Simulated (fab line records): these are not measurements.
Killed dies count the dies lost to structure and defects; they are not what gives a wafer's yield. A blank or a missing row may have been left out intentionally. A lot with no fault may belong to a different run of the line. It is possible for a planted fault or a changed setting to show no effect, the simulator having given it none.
Struck lot and sound lot, side by side :: flow nand_harc :: 14 out of 1302 route steps
Sound: the wafers L801.2, L801.3, L801.6. Wafers L820.4, L820.5, L820.6 were the ones struck. Last of all comes the cause.
Each step with rows lists, per side, the tool, then ch with its chambers, then its first start. Under that, the readings that differ: sound wafers :: struck wafers :: difference of the means :: sigmas: that difference in standard deviations of wafers without a fault.
alike: words and numbers the same on both sides, and readings whose means are apart by under 2 such deviations; not compared: readings that were withheld, readings missing a value for some wafer, numbers with overlapping values and no deviation given by the record, and bounds like >300 which may hide the same value.
A row with sigmas, a row that says differs or no value, or rows on one side alone: a step with any of these is where the two part. Non-overlapping numbers with no deviation appear without sigmas and do not part them. Lack of a reading on every wafer of one side parts them only where that side has two or more wafers.

first, 1 step without rows for these wafers: NHARC_A_CONTACT_STRIP_27 (strips in post etch residue remover, time 600 s).
NHARC_A_CONTACT_ALD_18: deposits TiN, target thk 3 nm, pulse time 1 s, ald cycles 150.
  sound on ald_metal-04 ch 0,2, day 23 11:11; struck on ald_metal-03 ch 0,1,2, day 30 18:28
  alike: heater_power_w, precursor_pulse_height_rel
NHARC_A_CONTACT_CVD_19: deposits W, target thk 300 nm, time 802 s.
  sound: cvd_w-02 ch 0,1; struck: cvd_w-01 ch 0,1
reading: heater_power_w (W)
sound: 585 558 557
struck: 329 420 343
difference: -203
sigmas: -2
  alike: mfc_h2_sccm, throttle_valve_pct
NHARC_A_CONTACT_CMP_20: polishes, t overpolish 30 s, target thk 300 nm.
  sound on cmp-03 ch 0,1,2, day 23 12:17; struck on cmp-03 ch 0,1,2, day 30 19:34
  alike: motor_current_A, overpolish_run_s, retaining_ring_pressure_frac, time_to_endpoint_s
following that, these wafers have no rows for 1 step: NHARC_A_CONTACT_SRD_22.
NHARC_A_CONTACT_INSPECT_23:
  struck on defect_inspect-01, day 30 19:54; sound on defect_inspect-01, day 23 12:39
  alike: raw_defect_count
then, 5 steps without rows for these wafers: NHARC_A_BLC_DEHYDRATE_00 (time 120 s); NHARC_A_BLC_HMDS_01 (time 30 s); NHARC_A_BLC_COAT_02 (time 75 s); NHARC_A_BLC_COAT_03 (time 65 s); NHARC_A_BLC_COAT_04 (resist thk 90 nm).
NHARC_A_BLC_SOFTBAKE_05: time 55 s.
  sound on litho_track-01 ch 0, day 23 12:00; struck on litho_track-06 ch 0, day 30 19:00
reading: heater_power_total_W (W)
sound: 188.30 188.46 188.37
struck: 296.02 296.20 295.68
difference: +107.59
sigmas: +99 or more
then, 2 steps without rows for these wafers: NHARC_A_BLC_EBR_06; NHARC_END_SORT_01.

== WHERE THEY PART ==
At NHARC_A_CONTACT_CVD_19 first; at NHARC_A_BLC_SOFTBAKE_05 last (within this record only).

WHY: what the simulator had put in
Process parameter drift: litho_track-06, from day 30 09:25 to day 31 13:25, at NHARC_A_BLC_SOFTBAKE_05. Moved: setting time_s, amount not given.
